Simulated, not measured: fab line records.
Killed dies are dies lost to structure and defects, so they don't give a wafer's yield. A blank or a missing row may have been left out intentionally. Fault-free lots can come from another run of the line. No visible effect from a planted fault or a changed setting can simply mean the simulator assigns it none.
fab line records + flow nand_harc
record:
- lots: 11
- wafers: 33
- last_day: 33
route steps=1302 shown A_M1@1179
lots with no fault: from the same line, run without faults
start_h: hours from the record's opening day to when the first of the lot's shown wafers began + wait_h: hours elapsed since this lot's preceding step + " the same as in the row above + L1.1+2: a single row standing in for several wafers + - no value, or no start was given + * or withheld: withheld + < > ~ a bound
route shown NAME@n: NAME is a module with steps in the file, n the number in the route of the first one + usual: mean/standard deviation of fault-free wafers + same: alike in all rows + chamber/n: place in a boat + sites: per-site readings + _std_site: standard deviation of those values + _edge_site: outer sites' mean less inner sites' + radius_mm: for every site, how far away it sits from the centre of the wafer + mask NAME#n: copy n + behind: the last tool/chamber to shape the wafer + hold: why the lot went on hold/how many hours it stayed there/how the hold came to an end + device: the transistor (n, p or np) that didn't switch + end of line: tests run on the same wafers once the route is complete + for a step that has no rows: nothing shown but its recipe + killed: count of dies lost to structure and defects at first sort (not the wafer's yield) + map: dies across one wafer; x = killed, . = not, _ = none there
set.NAME: setting as actually run; set.NAME@STEP: the setting as run at that earlier step + model.NAME: the simulator's own value behind a step, which no gauge read
a sample of lots followed through the steps of the route, with each step as a table and each wafer as a row
services: the hour from which a tool's chamber was out of use, counted from the record's first day as start_h (under 0 if before that day), plus the number of hours and why
== steps ==
step: NHARC_A_M1_CD_MEAS_09
recipe:
- target_cd_nm: 120
- landing_energy_ev: 500
usual:
- cd_nm: 119.8/0.62
| lot.wafer | tool      | chamber | start_h | wait_h | cd_nm |
|-----------|-----------|---------|---------|--------|-------|
| L839.4    | cd_sem-01 | 0       | 533.75  | -      | 120.7 |
| L839.5    | "         | 0       | "       | "      | 120.0 |
| L839.6    | "         | 0       | "       | "      | 119.7 |
| L842.3    | cd_sem-02 | 0       | 555.09  | -      | 119.8 |
| L842.5    | "         | 0       | "       | "      | 119.9 |
| L842.6    | "         | 0       | "       | "      | 120.0 |
| L843.3    | cd_sem-01 | 0       | 563.38  | -      | 119.3 |
| L843.4    | "         | 0       | "       | "      | 119.8 |
| L843.5    | "         | 0       | "       | "      | 119.4 |
| L844.2    | cd_sem-03 | 0       | 568.30  | -      | 119.0 |
| L844.4    | "         | 0       | "       | "      | 119.2 |
| L844.5    | "         | 0       | "       | "      | 119.9 |
| L845.1    | cd_sem-01 | 0       | 569.54  | -      | 119.7 |
| L845.2    | "         | 0       | "       | "      | 120.0 |
| L845.3    | "         | 0       | "       | "      | 120.4 |
| L846.1    | cd_sem-01 | 0       | 601.80  | -      | 120.3 |
| L846.3    | "         | 0       | "       | "      | 120.5 |
| L846.5    | "         | 0       | "       | "      | 120.1 |
| L851.1    | cd_sem-01 | 0       | 645.92  | -      | 120.1 |
| L851.2    | "         | 0       | "       | "      | 118.8 |
| L851.4    | "         | 0       | "       | "      | 119.4 |
| L857.1    | cd_sem-02 | 0       | 705.55  | -      | 119.5 |
| L857.3    | "         | 0       | "       | "      | 118.8 |
| L857.5    | "         | 0       | "       | "      | 119.3 |
| L859.1    | cd_sem-01 | 0       | 719.61  | -      | 119.8 |
| L859.2    | "         | 0       | "       | "      | 119.9 |
| L859.3    | "         | 0       | "       | "      | 118.8 |
| L860.1    | cd_sem-01 | 0       | 733.31  | -      | 120.0 |
| L860.4    | "         | 0       | "       | "      | 120.1 |
| L860.6    | "         | 0       | "       | "      | 119.8 |
| L862.2    | cd_sem-02 | 0       | 752.51  | -      | 119.8 |
| L862.3    | "         | 0       | "       | "      | 119.8 |
| L862.5    | "         | 0       | "       | "      | 120.6 |
step: NHARC_A_M1_ETCH_28
recipe:
- target_depth_a: 300
- over_etch_frac: 0.3
- time_s: 72.99
- ion_energy_ev: 150
- cf4_flow_sccm: 50
- n2_flow_sccm: 100
- ar_flow_sccm: 150
- rf_w: 300
- bias_w: 100
- chemistry: CF4/N2
usual:
- cf4_flow_sccm: 50.00/0.14
- drypump_motor_current_A: 5.9/0.46
- n2_flow_sccm: 100.0/0.32
- oes_product_au: 1.002/0.011
- rf_vpp_V: 314.5/1.6
- showerhead_plenum_p_Torr: 2.65/0.092
- throttle_valve_pct: 19.795/0.0082
| lot.wafer | tool        | chamber | start_h | wait_h | cf4_flow_sccm | drypump_motor_current_A | n2_flow_sccm | oes_product_au | rf_hours_counter_h | rf_vpp_V | showerhead_plenum_p_Torr | throttle_valve_pct |
|-----------|-------------|---------|---------|--------|---------------|-------------------------|--------------|----------------|--------------------|----------|--------------------------|--------------------|
| L839.4    | rie_diel-12 | 1       | -       | -      | 49.93         | 5.0                     | 100.0        | 0.999          | 2.3                | 316.2    | 2.73                     | 19.798             |
| L839.5    | "           | 0       | "       | "      | 50.23         | 5.3                     | 99.6         | 0.994          | -                  | 315.2    | 2.65                     | 19.798             |
| L839.6    | "           | 1       | "       | "      | 50.09         | 5.0                     | 99.8         | 0.994          | -                  | 316.7    | 2.73                     | 19.792             |
| L842.3    | rie_diel-11 | 1       | -       | -      | 50.16         | 5.9                     | 100.4        | 1.026          | 6.1                | 316.6    | 2.71                     | 19.794             |
| L842.6    | "           | 3       | "       | "      | 50.09         | 5.8                     | 99.9         | 0.998          | -                  | 314.5    | 2.63                     | 19.798             |
| L842.5    | "           | 0       | "       | "      | 49.96         | 6.8                     | 100.4        | 1.026          | -                  | 314.1    | 2.72                     | 19.799             |
| L843.4    | rie_diel-11 | 2       | -       | -      | 49.98         | 5.9                     | 100.4        | 0.992          | 6.2                | 317.3    | 2.81                     | 19.808             |
| L843.3    | "           | 0       | "       | "      | 50.00         | 6.8                     | 100.3        | 1.011          | 7.9                | 315.9    | 2.72                     | 19.798             |
| L843.5    | "           | 2       | "       | "      | 49.89         | 5.9                     | 100.6        | 0.996          | -                  | 318.5    | 2.81                     | 19.791             |
| L844.4    | rie_diel-11 | 2       | -       | -      | 50.09         | 5.9                     | 99.8         | 0.989          | 6.3                | 316.6    | 2.81                     | 19.795             |
| L844.2    | "           | 3       | "       | "      | 50.14         | 5.8                     | 99.9         | 0.981          | 8.7                | 314.9    | 2.63                     | 19.796             |
| L844.5    | "           | 0       | "       | "      | 49.96         | 6.8                     | 100.0        | 1.018          | -                  | 314.8    | 2.72                     | 19.795             |
| L845.3    | rie_diel-12 | 0       | -       | -      | 50.03         | 5.3                     | 100.0        | 0.984          | 3.3                | 314.2    | 2.65                     | 19.799             |
| L845.1    | "           | 2       | "       | "      | 50.15         | 6.2                     | 99.4         | 0.992          | 3.6                | 311.1    | 2.54                     | 19.808             |
| L845.2    | "           | 3       | "       | "      | 49.99         | 5.5                     | 100.2        | 1.010          | 3.9                | 312.1    | 2.54                     | 19.796             |
| L846.3    | rie_diel-04 | 0       | -       | -      | 49.99         | 5.8                     | 100.1        | 0.998          | 3.7                | 314.4    | 2.62                     | 19.791             |
| L846.1    | "           | 3       | "       | "      | 50.05         | 5.4                     | 99.9         | 0.996          | 3.9                | 314.0    | 2.65                     | 19.804             |
| L846.5    | "           | 1       | "       | "      | 49.67         | 6.2                     | 99.5         | 0.973          | -                  | 313.6    | 2.54                     | 19.804             |
| L851.2    | rie_diel-04 | 2       | -       | -      | 50.07         | 5.7                     | 100.6        | 1.015          | 7.0                | 312.0    | 2.47                     | 19.797             |
| L851.1    | "           | 3       | "       | "      | 50.10         | 5.4                     | 100.0        | 1.013          | 7.0                | 315.6    | 2.64                     | 19.797             |
| L851.4    | "           | 0       | "       | "      | 49.70         | 5.8                     | 99.7         | 0.995          | 6.3                | 314.7    | 2.62                     | 19.790             |
| L857.3    | rie_diel-12 | 0       | -       | -      | 50.06         | 5.3                     | 100.0        | 1.009          | 1.9                | 314.6    | 2.65                     | 19.794             |
| L857.1    | "           | 2       | "       | "      | 49.91         | 6.2                     | 100.2        | 1.005          | 2.7                | 314.3    | 2.54                     | 19.801             |
| L857.5    | "           | 0       | "       | "      | 50.01         | 5.3                     | 99.4         | 1.011          | -                  | 314.3    | 2.65                     | 19.775             |
| L859.2    | rie_diel-04 | 0       | -       | -      | 50.02         | 5.8                     | 100.0        | 0.995          | 0.1                | 313.8    | 2.62                     | 19.795             |
| L859.3    | "           | 1       | "       | "      | 49.93         | 6.2                     | 100.4        | 0.984          | 0.1                | 312.0    | 2.54                     | 19.800             |
| L859.1    | "           | 3       | "       | "      | 50.04         | 5.4                     | 99.5         | 1.007          | 0.1                | 315.0    | 2.64                     | 19.801             |
| L860.4    | rie_diel-11 | 1       | -       | -      | 49.88         | 5.9                     | 100.1        | 1.014          | 6.4                | 314.9    | 2.71                     | 19.788             |
| L860.1    | "           | 3       | "       | "      | 49.85         | 5.8                     | 100.3        | 0.993          | 6.3                | 312.8    | 2.63                     | 19.788             |
| L860.6    | "           | 1       | "       | "      | 50.02         | 5.9                     | 100.1        | 1.001          | -                  | 315.5    | 2.71                     | 19.801             |
| L862.2    | rie_diel-04 | 2       | -       | -      | 50.06         | 5.7                     | 100.1        | 0.997          | 1.1                | 312.4    | 2.46                     | 19.796             |
| L862.3    | "           | 0       | "       | "      | 49.87         | 5.8                     | 100.2        | 1.004          | 1.7                | 314.6    | 2.62                     | 19.797             |
| L862.5    | "           | 2       | "       | "      | 50.08         | 5.7                     | 99.8         | 0.987          | -                  | 312.9    | 2.46                     | 19.799             |
step: NHARC_A_M1_ECD_22
recipe:
- target_thk_a: 4000
- bath_temp_c: 25
- material: Cu
usual:
- bath_temp_c: 24.99/0.095
| lot.wafer | tool      | chamber | start_h | wait_h | bath_temp_c |
|-----------|-----------|---------|---------|--------|-------------|
| L839.4    | ecd_cu-01 | 1       | 535.49  | -      | 25.01       |
| L839.6    | "         | 0       | "       | "      | 24.96       |
| L839.5    | "         | 1       | "       | "      | 25.07       |
| L842.3    | ecd_cu-02 | 1       | 556.74  | -      | 25.14       |
| L842.5    | "         | 1       | "       | "      | 25.08       |
| L842.6    | "         | 0       | "       | "      | 25.07       |
| L843.3    | ecd_cu-01 | 0       | 565.08  | -      | 24.91       |
| L843.4    | "         | 1       | "       | "      | 25.05       |
| L843.5    | "         | 0       | "       | "      | 24.99       |
| L844.2    | ecd_cu-02 | 0       | 569.92  | -      | 25.03       |
| L844.4    | "         | 0       | "       | "      | 25.06       |
| L844.5    | "         | 1       | "       | "      | 25.02       |
| L845.1    | ecd_cu-02 | 0       | 571.13  | -      | 24.96       |
| L845.2    | "         | 1       | "       | "      | 24.91       |
| L845.3    | "         | 0       | "       | "      | 25.09       |
| L846.1    | ecd_cu-01 | 0       | 603.48  | -      | 25.07       |
| L846.3    | "         | 1       | "       | "      | 24.99       |
| L846.5    | "         | 0       | "       | "      | 25.00       |
| L851.2    | ecd_cu-01 | 1       | 647.49  | -      | 24.98       |
| L851.1    | "         | 0       | "       | "      | 24.93       |
| L851.4    | "         | 0       | "       | "      | 25.02       |
| L857.1    | ecd_cu-02 | 1       | 707.16  | -      | 24.95       |
| L857.3    | "         | 0       | "       | "      | 24.94       |
| L857.5    | "         | 1       | "       | "      | 24.99       |
| L859.2    | ecd_cu-02 | 0       | 721.19  | -      | 25.04       |
| L859.1    | "         | 1       | "       | "      | 25.11       |
| L859.3    | "         | 1       | "       | "      | 25.06       |
| L860.1    | ecd_cu-01 | 1       | 734.99  | -      | 25.28       |
| L860.4    | "         | 1       | "       | "      | 24.98       |
| L860.6    | "         | 0       | "       | "      | 25.03       |
| L862.2    | ecd_cu-01 | 0       | 754.07  | -      | 25.09       |
| L862.3    | "         | 1       | "       | "      | 24.90       |
| L862.5    | "         | 0       | "       | "      | 24.95       |
step: NHARC_A_M1_CMP_23
recipe:
- t_overpolish_s: 20
- target_thk_nm: 154.34
usual:
- motor_current_A: 12.4/1.2
- slurry_filter_dp_kPa: 13.50/0.13
- time_to_endpoint_s: 28.9/2.4
| lot.wafer | tool   | chamber | start_h | wait_h | motor_current_A | slurry_filter_dp_kPa | time_to_endpoint_s |
|-----------|--------|---------|---------|--------|-----------------|----------------------|--------------------|
| L839.4    | cmp-02 | 1       | 536.12  | -      | 13.2            | 13.44                | 28.9               |
| L839.6    | "      | 3       | "       | "      | 10.7            | 13.35                | 30.2               |
| L839.5    | "      | 0       | "       | "      | 12.2            | 13.60                | 31.3               |
| L842.3    | cmp-01 | 0       | 557.42  | -      | 11.8            | 13.72                | 27.6               |
| L842.5    | "      | 2       | "       | "      | 12.0            | 13.49                | 28.5               |
| L842.6    | "      | 3       | "       | "      | 13.6            | 13.48                | 31.7               |
| L843.3    | cmp-03 | 0       | 565.70  | -      | 11.4            | 13.41                | 31.2               |
| L843.4    | "      | 3       | "       | "      | 13.3            | 13.27                | 24.9               |
| L843.5    | "      | 0       | "       | "      | 11.2            | 13.52                | 29.8               |
| L844.4    | cmp-03 | 2       | 570.65  | -      | 14.8            | 13.60                | 26.5               |
| L844.2    | "      | 0       | "       | "      | 11.6            | 13.39                | 31.5               |
| L844.5    | "      | 2       | "       | "      | 14.7            | 13.34                | 25.8               |
| L845.2    | cmp-01 | 1       | 571.85  | -      | 11.3            | 13.42                | 29.5               |
| L845.3    | "      | 2       | "       | "      | 12.0            | 13.67                | 24.5               |
| L845.1    | "      | 0       | "       | "      | 12.7            | 13.64                | 25.5               |
| L846.3    | cmp-02 | 0       | 604.20  | -      | 11.6            | 13.47                | 31.9               |
| L846.1    | "      | 2       | "       | "      | 14.4            | 13.45                | 28.0               |
| L846.5    | "      | 0       | "       | "      | 12.3            | 13.50                | 30.9               |
| L851.4    | cmp-03 | 2       | 648.21  | -      | 15.5            | 13.37                | 25.7               |
| L851.2    | "      | 0       | "       | "      | 11.2            | 13.52                | 30.8               |
| L851.1    | "      | 1       | "       | "      | 12.2            | 13.72                | 31.1               |
| L857.3    | cmp-03 | 0       | 707.87  | -      | 10.9            | 13.46                | 14.0               |
| L857.1    | "      | 1       | "       | "      | 11.2            | 13.51                | 30.7               |
| L857.5    | "      | 0       | "       | "      | 11.4            | 13.57                | 29.8               |
| L859.3    | cmp-01 | 2       | 721.90  | -      | 12.4            | 13.28                | 26.5               |
| L859.2    | "      | 0       | "       | "      | 12.5            | 13.48                | 11.2               |
| L859.1    | "      | 1       | "       | "      | 11.2            | 13.53                | 28.3               |
| L860.1    | cmp-01 | 1       | 735.69  | -      | 11.0            | 13.59                | 28.7               |
| L860.4    | "      | 3       | "       | "      | 13.1            | 13.31                | 30.3               |
| L860.6    | "      | 1       | "       | "      | 10.7            | 13.55                | 29.4               |
| L862.3    | cmp-01 | 1       | 755.61  | -      | 11.0            | 13.69                | 29.0               |
| L862.2    | "      | 3       | "       | "      | 13.3            | 13.82                | 31.8               |
| L862.5    | "      | 0       | "       | "      | 12.3            | 13.44                | 28.6               |
step: NHARC_A_M1_INSPECT_27
usual:
- raw_defect_count: 532/120
| lot.wafer | tool              | chamber | start_h | wait_h | raw_defect_count |
|-----------|-------------------|---------|---------|--------|------------------|
| L839.4    | defect_inspect-02 | -       | 536.54  | 0.0    | 493              |
| L839.5    | "                 | -       | "       | "      | 526              |
| L839.6    | "                 | -       | "       | "      | 398              |
| L842.3    | defect_inspect-01 | -       | 557.84  | 0.0    | 464              |
| L842.5    | "                 | -       | "       | "      | 390              |
| L842.6    | "                 | -       | "       | "      | 476              |
| L843.3    | defect_inspect-01 | -       | 566.17  | 0.0    | 466              |
| L843.4    | "                 | -       | "       | "      | 489              |
| L843.5    | "                 | -       | "       | "      | 549              |
| L844.2    | defect_inspect-02 | -       | 571.12  | 0.0    | 590              |
| L844.4    | "                 | -       | "       | "      | 611              |
| L844.5    | "                 | -       | "       | "      | 609              |
| L845.1    | defect_inspect-01 | -       | 572.34  | 0.0    | 636              |
| L845.2    | "                 | -       | "       | "      | 439              |
| L845.3    | "                 | -       | "       | "      | 449              |
| L846.1    | defect_inspect-01 | -       | 604.65  | 0.0    | 531              |
| L846.3    | "                 | -       | "       | "      | 589              |
| L846.5    | "                 | -       | "       | "      | 788              |
| L851.1    | defect_inspect-01 | -       | 648.68  | 0.0    | 381              |
| L851.2    | "                 | -       | "       | "      | 373              |
| L851.4    | "                 | -       | "       | "      | 441              |
| L857.1    | defect_inspect-02 | -       | 708.31  | 0.0    | 552              |
| L857.3    | "                 | -       | "       | "      | 637              |
| L857.5    | "                 | -       | "       | "      | 713              |
| L859.1    | defect_inspect-02 | -       | 722.37  | 0.0    | 391              |
| L859.2    | "                 | -       | "       | "      | 579              |
| L859.3    | "                 | -       | "       | "      | 555              |
| L860.1    | defect_inspect-01 | -       | 736.13  | 0.0    | 510              |
| L860.4    | "                 | -       | "       | "      | 596              |
| L860.6    | "                 | -       | "       | "      | 622              |
| L862.2    | defect_inspect-01 | -       | 756.06  | 0.0    | 445              |
| L862.3    | "                 | -       | "       | "      | 430              |
| L862.5    | "                 | -       | "       | "      | 441              |
== services ==
| tool        | chamber | start_h | hours | kind   |
|-------------|---------|---------|-------|--------|
| rie_diel-11 | 2       | 510.90  | 33.5  | repair |
| ecd_cu-01   | -       | 512.66  | 8.0   | pm     |
| rie_diel-04 | -       | 531.97  | 9.0   | pm     |
| rie_diel-04 | -       | 544.41  | 2.6   | repair |
| cmp-03      | -       | 554.10  | 4.0   | pm     |
| rie_diel-11 | -       | 561.31  | 2.3   | repair |
| rie_diel-04 | -       | 572.88  | 0.6   | repair |
| cmp-01      | -       | 577.50  | 4.0   | pm     |
| ecd_cu-02   | -       | 580.15  | 0.5   | repair |
| ecd_cu-02   | -       | 596.00  | 8.0   | pm     |
| rie_diel-11 | -       | 609.50  | 9.0   | pm     |
| rie_diel-04 | 3       | 616.85  | 15.6  | repair |
| rie_diel-11 | 1       | 621.19  | 2.3   | repair |
| cmp-03      | -       | 652.10  | 4.0   | pm     |
| cmp-01      | -       | 656.90  | 4.5   | repair |
| rie_diel-11 | 3       | 665.77  | 5.8   | repair |
| cmp-01      | -       | 675.50  | 4.0   | pm     |
| ecd_cu-01   | -       | 688.67  | 8.0   | pm     |
| rie_diel-04 | 3       | 707.87  | 2.9   | repair |
| rie_diel-04 | -       | 708.97  | 9.0   | pm     |
| ecd_cu-02   | -       | 730.09  | 2.6   | repair |
| cmp-01      | -       | 733.67  | 1.6   | repair |
| cmp-03      | -       | 740.48  | 2.3   | repair |
| ecd_cu-01   | -       | 745.67  | 0.3   | repair |
== key ==
first_sign:
- step: NHARC_A_M1_CMP_23
- reading: time_to_endpoint_s
- direction: down
- sigmas: 6.9
- usual: *
- struck: *
effect none on later readings
met_at NHARC_A_M1_ECD_22
struck_lots L857,L859
struck_wafers L857.3,L859.2
not_acting_at NHARC_A_M1_CD_MEAS_09,NHARC_A_M1_ETCH_28,NHARC_A_M1_INSPECT_27
onset_between 571.13 707.16
fault:
- kind: process_parameter_drift
- tool: ecd_cu-02
- chamber: 0
- onset_h: 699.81
- steps: NHARC_A_M1_ECD_22
- channel: target_thk_a
- offset: *
- shape: step
- end_h: 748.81
- acts_in: *
- stated: *
